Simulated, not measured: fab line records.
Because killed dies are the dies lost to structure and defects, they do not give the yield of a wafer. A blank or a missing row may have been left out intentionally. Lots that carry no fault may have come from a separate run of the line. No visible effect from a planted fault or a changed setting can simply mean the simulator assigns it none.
Chamber matching / flow n5_finfet / N5_WELL_APT_DESCUM_30 on rie_diel-01 has 4 sister chambers
The step chemistry O2, time 7.9 s. 4 wafers are shown with their chamber, then 8 later ones without.

WAFERS WITH THEIR CHAMBER
wafer=L088.3; chamber=3; drypump_motor_current_A (A)=6.1
wafer=L093.3; chamber=0; drypump_motor_current_A (A)=4.8
wafer=L093.6; chamber=2; drypump_motor_current_A (A)=5.8
wafer=L094.1; chamber=1; drypump_motor_current_A (A)=6.3

WAFERS WITHOUT THEIR CHAMBER
wafer=L094.2; drypump_motor_current_A (A)=4.9
wafer=L094.4; drypump_motor_current_A (A)=6.3
wafer=L095.4; drypump_motor_current_A (A)=4.8
wafer=L095.5; drypump_motor_current_A (A)=6.1
wafer=L095.6; drypump_motor_current_A (A)=6.4
wafer=L097.2; drypump_motor_current_A (A)=6.3
wafer=L097.3; drypump_motor_current_A (A)=4.9
wafer=L097.6; drypump_motor_current_A (A)=5.8

EACH ONE'S CHAMBER
wafer=L094.2; from the rows above=0; in truth=0
wafer=L094.4; from the rows above=1; in truth=1
wafer=L095.4; from the rows above=0; in truth=0
wafer=L095.5; from the rows above=3; in truth=3
wafer=L095.6; from the rows above=1; in truth=1
wafer=L097.2; from the rows above=1; in truth=1
wafer=L097.3; from the rows above=0; in truth=0
wafer=L097.6; from the rows above=2; in truth=2
Correct placement for 8 of the 8. Left unplaced by these rows: 0. Placed wrongly: 0.
How it was worked out, from the rows above alone: a wafer's distance from a chamber is the root of the sum, over the readings, of the square of ((its reading less the chamber's mean) divided by the reading's scatter). If the next closest chamber is less than 2 further off than the closest, the wafer can't be placed; otherwise it belongs to the closest. For every chamber, the mean is computed from those of its wafers that are shown. The scatter (one wafer shown for each chamber): square how far every hidden wafer sits from the nearest shown wafer, average those squares and take the square root.
